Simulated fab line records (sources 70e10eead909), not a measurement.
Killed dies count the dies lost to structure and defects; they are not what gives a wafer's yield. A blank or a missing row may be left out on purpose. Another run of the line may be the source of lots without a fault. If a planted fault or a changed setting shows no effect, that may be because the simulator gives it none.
Comparing a struck lot with a sound one / flow nand harc / 15 steps out of a route of 1302
Sound: wafers L400.2, L400.3, L400.6. Struck: wafers L398.4, L398.6 (left out: L398.2, a lot-mate that was not struck); the cause follows at the end.
Per side, at each step with rows, come the tool, then ch with its chambers, and then its first start. Under that, the readings that differ: sound wafers / struck wafers / difference of the means / sigmas: that difference in standard deviations of wafers without a fault.
alike: a reading whose means differ by less than 2 such deviations, as well as words and numbers matching on both sides. not compared: withheld readings; readings where some wafer has no value; bounds like >300 that might hide an equal value; numbers whose values overlap and for which the record gives no deviation.
A row with sigmas, a row that says differs or no value, or rows on one side alone: a step with any of these is where the two part. Numbers that have no deviation but don't overlap get no sigmas and don't part them. A reading that every wafer of one side lacks parts them only if that side has two wafers or more.

first, 2 steps without rows for these wafers: NHARC_A_CONTACT_STRIP_104 (strips in CF4/CHF3); NHARC_A_CONTACT_STRIP_105 (strips in O2/COS).
NHARC_A_CONTACT_ETCH_106: etches the open film in CF4/O2, target depth 90 nm, overetch 9 nm, time 49.5 s.
  sound on rie diel-12 ch 0,1,3, day 30 14:56; struck on rie diel-13 ch 0,1, day 29 20:26
  alike: drypump motor current A, oes_f_703_au, oes product au, rf vpp V, showerhead plenum p Torr, throttle valve pct
  not compared: rf hours counter h
NHARC_A_CONTACT_STRIP_82: strips in O2.
  sound: rie diel-12 ch 0,3; struck: rie diel-13 ch 0,3
reading=throttle valve pct (%); sound=17.031 17.036 17.030; struck=17.052 17.056; difference=+0.022; sigmas=+2
  alike: drypump motor current A, oes product au, rf vpp V, showerhead plenum p Torr
  not compared: rf hours counter h
then, 1 step without rows for these wafers: NHARC_A_CONTACT_STRIP_83 (strips in post etch residue remover, time 600 s).
NHARC_A_CONTACT_DEP_84: deposits aC, target thk 2800 nm.
  sound on acl dep-01 ch 0, day 30 18:31; struck on acl dep-01 ch 0, day 29 21:35
  alike: throttle valve pct
NHARC_A_CONTACT_DEP_85: deposits SiON, target thk 60 nm.
  sound on pecvd-04 ch 0,1, day 30 19:58; struck on pecvd-01 ch 0,1, day 29 23:05
  alike: heater power w
then, 5 steps without rows for these wafers: NHARC_A_CONTACT_DEHYDRATE_00 (time 120 s); NHARC_A_CONTACT_HMDS_01 (time 30 s); NHARC_A_CONTACT_COAT_86 (time 75 s); NHARC_A_CONTACT_COAT_87 (time 65 s); NHARC_A_CONTACT_COAT_02 (resist thk 90 nm).
NHARC_A_CONTACT_SOFTBAKE_03: time 55 s.
  sound on litho track-01 ch 0, day 30 20:00; struck on litho track-06 ch 0, day 29 23:00
reading=heater power total W (W); sound=188.29 188.30 188.40; struck=222.49 223.05; difference=+34.44; sigmas=+99 or more
then, 2 steps without rows for these wafers: NHARC_A_CONTACT_EBR_04; NHARC_END_SORT_01.

WHERE THEY PART
At NHARC_A_CONTACT_STRIP_82 first; at NHARC_A_CONTACT_SOFTBAKE_03 last (within this record only).

WHY: what had been put in by the simulator
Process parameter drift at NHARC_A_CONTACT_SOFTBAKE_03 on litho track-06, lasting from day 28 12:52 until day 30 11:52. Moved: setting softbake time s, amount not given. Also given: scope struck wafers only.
